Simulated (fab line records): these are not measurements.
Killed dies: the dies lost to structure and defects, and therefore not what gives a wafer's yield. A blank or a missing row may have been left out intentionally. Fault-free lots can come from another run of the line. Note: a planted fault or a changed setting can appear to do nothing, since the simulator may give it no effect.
What tool caused it? + flow n5 finfet + 12 lots (36 wafers sampled), 1 step of a 1938-step route

## WHAT THE GAUGES READ, wafer by wafer
N5_BEOL_M13_THK_MEAS_01.
| lot  | measured     | on            | M13_ILD_THK (nm) |
|------|--------------|---------------|------------------|
| L075 | day 11 06:38 | film metro-02 | 840 850 860      |
| L077 | day 12 03:58 | film metro-01 | 833 844 843      |
| L081 | day 12 04:58 | film metro-01 | 855 845 857      |
| L079 | day 12 12:13 | film metro-01 | 845 829 870      |
| L084 | day 13 08:32 | film metro-01 | 842 837 847      |
| L085 | day 13 18:49 | film metro-02 | 824 850 852      |
| L087 | day 14 04:10 | film metro-02 | 829 833 845      |
| L088 | day 14 07:37 | film metro-01 | 843 843 851      |
| L091 | day 14 21:06 | film metro-01 | 827 835 835      |
| L092 | day 15 16:56 | film metro-01 | 849 856 867      |
| L094 | day 16 02:21 | film metro-02 | 837 857 846      |
| L097 | day 16 07:24 | film metro-02 | 845 861 853      |

## WHAT TOOL EACH LOT RAN ON (gives the tool, then ch and the chambers of the sampled wafers, and finally the start)
The record shows no process step preceding these readings.

## THE ANSWER, worked out from the rows above alone
Rule: what is usual is taken from the lots themselves. The widest of any qualifying gaps counts: lots, ordered by their means at a reading, are off when they make up no more than a third of the lots, leave a main group of 4 or more, and stand apart from it by 3 or more times the standard deviation of that group's means. A main group whose means are all the same, to the digits that the tables above print for the reading, isn't used. A lot without any number at a reading at which 4 lots or more have one is off too. All remaining lots with rows at the step are treated as sound.
No lot is off on any of the readings shown, so nothing can be concluded from this.

## WHAT HAD BEEN PUT IN BY THE SIMULATOR
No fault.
